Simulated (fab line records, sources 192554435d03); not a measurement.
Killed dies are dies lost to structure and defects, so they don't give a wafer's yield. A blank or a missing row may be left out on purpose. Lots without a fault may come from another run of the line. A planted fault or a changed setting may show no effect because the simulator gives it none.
Chamber matching | flow n5_finfet | N5_BEOL_M2_ILD_DEP_00 on pecvd-04: 3 sister chambers
The step deposits SiOC from DEMS/O2, target thk 79 nm, time 15.3 s. 6 wafers are shown with their chamber, then 12 later ones without.

WAFERS WITH THEIR CHAMBER
wafer  | chamber | showerhead_plenum_p_Torr (Torr) | heater_power_w (W)
L091.3 | 0       | 5.686                           | 444
L091.4 | 2       | 5.728                           | 517
L091.5 | 0       | 5.679                           | 449
L090.2 | 1       | 5.696                           | 540
L090.4 | 2       | 5.723                           | 503
L090.5 | 1       | 5.689                           | 543

WAFERS WITHOUT THEIR CHAMBER
wafer  | showerhead_plenum_p_Torr (Torr) | heater_power_w (W)
L092.1 | 5.710                           | 526
L092.4 | 5.688                           | 535
L092.6 | 5.733                           | 514
L093.1 | 5.706                           | 459
L093.3 | 5.685                           | 519
L093.4 | 5.672                           | 537
L095.4 | 5.712                           | 475
L095.5 | 5.690                           | 528
L095.6 | 5.722                           | 466
L097.1 | 5.736                           | 538
L097.4 | 5.681                           | 522
L097.5 | 5.710                           | 548

WHICH CHAMBER EACH WENT THROUGH
wafer  | from the rows above     | in truth
L092.1 | can't be placed: 2 or 1 | 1
L092.4 | 1                       | 1
L092.6 | 2                       | 2
L093.1 | 0                       | 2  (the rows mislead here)
L093.3 | 1                       | 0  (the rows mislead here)
L093.4 | 1                       | 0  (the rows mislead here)
L095.4 | can't be placed: 2 or 0 | 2
L095.5 | 1                       | 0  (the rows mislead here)
L095.6 | 2                       | 2
L097.1 | 2                       | 2
L097.4 | 1                       | 1
L097.5 | 1                       | 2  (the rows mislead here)
Placed correctly: 5 of 12. Can't be placed from these rows: 2 (the true chamber is among the candidates in 2). Placed wrongly: 5.
How it was worked out, from the rows above alone: a wafer's distance from a chamber is the root of the sum, over the readings, of the square of ((its reading less the chamber's mean) divided by the reading's scatter). The wafer belongs to the nearest chamber; if the next one is less than 2 further off, it can't be placed. A chamber's mean is the mean of its shown wafers. The scatter: the root of (the sum of the squares of (reading less its chamber's mean) over the shown wafers, divided by (wafers less chambers)).
